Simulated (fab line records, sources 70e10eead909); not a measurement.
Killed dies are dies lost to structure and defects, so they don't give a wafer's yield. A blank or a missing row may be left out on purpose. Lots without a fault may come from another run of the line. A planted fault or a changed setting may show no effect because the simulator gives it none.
Which tool did it? | flow nand_harc | 14 lots, 42 wafers sampled, at 6 steps of a route of 1159

WHAT THE GAUGES READ, wafer by wafer
NHARC_P_STI_OVL_MEAS_10. Usual: overlay_x_nm -1 nm, standard deviation 5; overlay_y_nm 0 nm, standard deviation 5.7.
lot  | measured    | on         | overlay_x_nm (nm) | overlay_y_nm (nm) | flag
L838 | day 2 07:29 | overlay-01 | -12 -13 -13       | -12 -12 -12       |
L839 | day 2 18:50 | overlay-02 | 2 2 1             | -6 -6 -6          |
L840 | day 2 23:24 | overlay-01 | -4 -4 -4          | 1 0 0             |
L841 | day 3 04:46 | overlay-02 | 0 0 0             | 0 0 0             |
L842 | day 3 14:00 | overlay-02 | 0 0 0             | -7 -7 -7          |
L843 | day 3 14:10 | overlay-01 | 3 4 4             | -4 -3 -3          |
L844 | day 3 22:55 | overlay-01 | 0 1 1             | 1 1 1             |
L845 | day 4 05:04 | overlay-02 | -3 -2 -3          | 5 6 6             |
L846 | day 4 11:32 | overlay-01 | -1 -1 -2          | 8 8 8             |
L848 | day 4 19:46 | overlay-02 | 3 4 4             | 0 0 -1            |
L852 | day 6 00:55 | overlay-02 | 4 4 4             | 4 4 3             |
L853 | day 6 11:15 | overlay-02 | -5 -5 -5          | 5 4 5             |
L857 | day 7 07:08 | overlay-01 | -7 -7 -8          | 5 5 5             |
L861 | day 8 04:41 | overlay-02 | -7 -8 -7          | -4 -4 -4          |

NHARC_P_GATE_CD_MEAS_26: target cd 120 nm. Usual: cd_nm 120.1 nm, standard deviation 0.74.
lot  | measured     | on        | cd_nm (nm)        | flag
L838 | day 4 09:34  | cd_sem-02 | 118.7 120.1 118.5 |
L839 | day 5 00:57  | cd_sem-03 | 119.6 120.2 119.4 |
L840 | day 5 03:26  | cd_sem-03 | 120.0 119.7 119.1 |
L841 | day 5 03:08  | cd_sem-01 | 120.8 119.4 120.5 |
L842 | day 5 16:01  | cd_sem-03 | 119.6 119.3 121.1 |
L843 | day 5 16:11  | cd_sem-02 | 121.0 120.2 120.3 |
L844 | day 6 06:52  | cd_sem-03 | 120.1 121.1 120.5 |
L845 | day 6 11:16  | cd_sem-01 | 119.4 119.7 119.8 |
L846 | day 6 18:49  | cd_sem-02 | 121.4 120.5 120.8 |
L848 | day 7 05:20  | cd_sem-01 | 120.6 121.6 121.0 |
L852 | day 8 13:33  | cd_sem-02 | 104.8 115.0 113.3 | OFF
L853 | day 8 20:39  | cd_sem-02 | 112.1 110.4 117.1 | OFF
L857 | day 9 16:13  | cd_sem-01 | 120.7 121.2 121.1 |
L861 | day 10 06:02 | cd_sem-03 | 120.7 121.4 120.5 |

NHARC_P_GATE_INSPECT_28. Usual: raw_defect_count 5.8, standard deviation 2.7.
lot  | measured     | on                | raw_defect_count | flag
L838 | day 4 09:41  | defect_inspect-02 | 5 12 2           |
L839 | day 5 01:04  | defect_inspect-01 | 7 2 5            |
L840 | day 5 03:34  | defect_inspect-01 | 5 4 8            |
L841 | day 5 03:16  | defect_inspect-01 | 8 3 6            |
L842 | day 5 16:10  | defect_inspect-02 | 11 11 3          |
L843 | day 5 16:19  | defect_inspect-01 | 9 5 4            |
L844 | day 6 06:59  | defect_inspect-01 | 6 9 8            |
L845 | day 6 11:23  | defect_inspect-01 | 2 7 7            |
L846 | day 6 18:56  | defect_inspect-02 | 6 9 4            |
L848 | day 7 05:28  | defect_inspect-02 | 6 8 3            |
L852 | day 8 13:40  | defect_inspect-01 | 7 3 3            |
L853 | day 8 20:47  | defect_inspect-01 | 6 10 5           |
L857 | day 9 16:20  | defect_inspect-01 | 4 2 7            |
L861 | day 10 06:09 | defect_inspect-01 | 8 5 2            |

NHARC_END_SORT_01. Usual: killed_at_array 30, standard deviation 10; killed_at_other 0.5, standard deviation 0.82; killed_at_periphery 2.9, standard deviation 2; killed_dies 34, standard deviation 11; killed_open 3.2, standard deviation 1.8; killed_short 2.0, standard deviation 1.4.
lot  | measured     | on        | killed_at_array | killed_at_other | killed_at_periphery | killed_dies | killed_open | killed_short | flag
L852 | day 24 07:23 | prober-01 | 39 36 35        | 1 0 0           | 53 1 2              | 93 37 37    | 8 2 2       | 1 3 4        | OFF
L853 | day 23 23:53 | prober-02 | 42 34 25        | 0 0 2           | 3 3 4               | 45 37 31    | 8 2 3       | 1 4 2        |

WHICH TOOL RAN EACH LOT (tool, then ch and the chambers of the sampled wafers, then the start)
lot  | NHARC_P_GATE_DEP_103           | NHARC_P_GATE_EXPOSE_23
L838 | pecvd-01 ch 0,2, day 4 09:02   | arfi_scanner-01 ch 0, day 4 09:25
L839 | pecvd-03 ch 0,1,2, day 5 00:16 | arfi_scanner-01 ch 0, day 5 00:49
L840 | pecvd-01 ch 0,1,2, day 5 02:52 | arfi_scanner-02 ch 0, day 5 03:17
L841 | pecvd-01 ch 0,2, day 5 02:27   | arfi_scanner-02 ch 0, day 5 03:00
L842 | pecvd-01 ch 0,1, day 5 15:22   | arfi_scanner-01 ch 0, day 5 15:53
L843 | pecvd-02 ch 0,1,2, day 5 15:26 | arfi_scanner-03 ch 0, day 5 16:02
L844 | pecvd-02 ch 0,1, day 6 06:13   | arfi_scanner-02 ch 0, day 6 06:43
L845 | pecvd-02 ch 0,2, day 6 10:35   | arfi_scanner-01 ch 0, day 6 11:08
L846 | pecvd-01 ch 1,2, day 6 18:08   | arfi_scanner-02 ch 0, day 6 18:40
L848 | pecvd-01 ch 0,1,2, day 7 04:47 | arfi_scanner-02 ch 0, day 7 05:13
L852 | pecvd-02 ch 1,2, day 8 12:53   | arfi_scanner-03 ch 0, day 8 13:25
L853 | pecvd-03 ch 0,1,2, day 8 20:06 | arfi_scanner-03 ch 0, day 8 20:31
L857 | pecvd-02 ch 0,1, day 9 15:32   | arfi_scanner-01 ch 0, day 9 16:04
L861 | pecvd-02 ch 0,1, day 10 05:23  | arfi_scanner-01 ch 0, day 10 05:53
- NHARC_P_GATE_DEP_103: deposits SiON, target thk 30 nm.
- NHARC_P_GATE_EXPOSE_23: exposes mask P GATE, target cd 120 nm.

WHAT THE TOOLS THEMSELVES READ (means of the sampled wafers that have a number; where no wafer has one, the mark that the record gives instead)
NHARC_P_GATE_DEP_103. Usual: heater_power_w 796 W, standard deviation 75.
lot  | tool     | heater_power_w (W) | flag
L838 | pecvd-01 | 888                |
L839 | pecvd-03 | 777                |
L840 | pecvd-01 | 814                |
L841 | pecvd-01 | 881                |
L842 | pecvd-01 | 797                |
L843 | pecvd-02 | 781                |
L844 | pecvd-02 | 767                |
L845 | pecvd-02 | 725                |
L846 | pecvd-01 | 738                |
L848 | pecvd-01 | 835                |
L852 | pecvd-02 | 765                |
L853 | pecvd-03 | 813                |
L857 | pecvd-02 | 750                |
L861 | pecvd-02 | 785                |

THE ANSWER, worked out from the rows above alone
Rule: a lot is off if the mean of its wafers that have a number lies more than 3 standard deviations from the usual mean. A lot without any number at a reading at which 4 lots or more have one is off too. The other lots that the step has rows for count as sound. The gauges are gone through in route order, then the tools' own readings, and for those a lot's mean is taken as printed above. The first step at which some lot is off is used, and at that step the reading that is off furthest; a lot without a number counts as furthest.
Off: L852, L853, at NHARC_P_GATE_CD_MEAS_26 (cd_nm).
A tool fits if, at a process step before that reading, it ran every lot that is off, and no sound lot after the first of them. The gauges at NHARC_P_GATE_CD_MEAS_26 are tried like those tools. Can't be told from this: 2 tools fit, arfi_scanner-03 at NHARC_P_GATE_EXPOSE_23, cd_sem-02 at NHARC_P_GATE_CD_MEAS_26.

WHAT THE SIMULATOR HAD PUT IN
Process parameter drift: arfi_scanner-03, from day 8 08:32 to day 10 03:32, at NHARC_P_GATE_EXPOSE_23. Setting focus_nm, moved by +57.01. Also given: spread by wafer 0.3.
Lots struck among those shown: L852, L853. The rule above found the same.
